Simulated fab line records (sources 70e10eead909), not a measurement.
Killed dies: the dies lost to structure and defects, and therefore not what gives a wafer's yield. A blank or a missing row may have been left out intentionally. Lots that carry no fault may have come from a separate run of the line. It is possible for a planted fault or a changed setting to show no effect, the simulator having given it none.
Which tool was responsible?	flow nand-harc	Sampling: 6 lots, 18 wafers, 2 of 1159 route steps

== WHAT THE GAUGES SHOWED, per wafer ==
NHARC_P_STI_INSPECT_11.
lot	measured	on	raw-defect-count
L997	day 2 23:20	defect-inspect-02	6 8 1
L999	day 3 10:20	defect-inspect-01	3 8 7
L102	day 4 05:10	defect-inspect-01	5 3 8
L106	day 5 07:36	defect-inspect-02	6 10 1
L112	day 6 17:47	defect-inspect-01	20 25 18
L116	day 7 18:44	defect-inspect-01	3 6 6

== EACH LOT AND THE TOOL THAT RAN IT (in order: tool; ch and the chambers of the sampled wafers; start) ==
lot	NHARC_P_STI_HM_DEP_30
L997	lpcvd-02 ch 0, day 2 19:08
L999	lpcvd-02 ch 1, day 3 06:16
L102	lpcvd-01 ch 0, day 4 00:58
L106	lpcvd-01 ch 0, day 5 03:22
L112	lpcvd-02 ch 0, day 6 13:43
L116	lpcvd-01 ch 0, day 7 14:39
- NHARC_P_STI_HM_DEP_30: deposits Si3N4, target thk 80 nm, time 873 s.

== THE ANSWER, worked out from the rows above alone ==
Rule: the lots themselves supply what counts as usual. Put in order of their means at a reading, lots are off if they are a third of the lots or fewer, leave a main group of 4 or more, and stand apart from it by a gap of 3 or more times the standard deviation of the main group's means; of several such gaps the widest counts. The tables above print the reading to a certain number of digits; a main group whose means all agree to those digits is not used. A lot without any number at a reading at which 4 lots or more have one is off too. All remaining lots with rows at the step are treated as sound.
Off at NHARC_P_STI_INSPECT_11 (raw-defect-count): L112. The main group: mean 5.4, standard deviation 0.39.
A tool fits if, at a process step before that reading, it ran every lot that is off, and no sound lot after the first of them. Gauges at NHARC_P_STI_INSPECT_11: tried the same way as those tools. One fits: NHARC_P_STI_HM_DEP_30 on lpcvd-02. A fault onset in the window from L999 (day 3 06:16, its last sound lot) to L112 (day 6 13:43, its first lot off) fits.

== WHAT THE SIMULATOR HAD INSERTED ==
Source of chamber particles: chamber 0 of lpcvd-02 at NHARC_P_STI_HM_DEP_30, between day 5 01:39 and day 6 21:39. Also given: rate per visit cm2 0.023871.
Lots struck among those shown: L112. The rule above found the same.
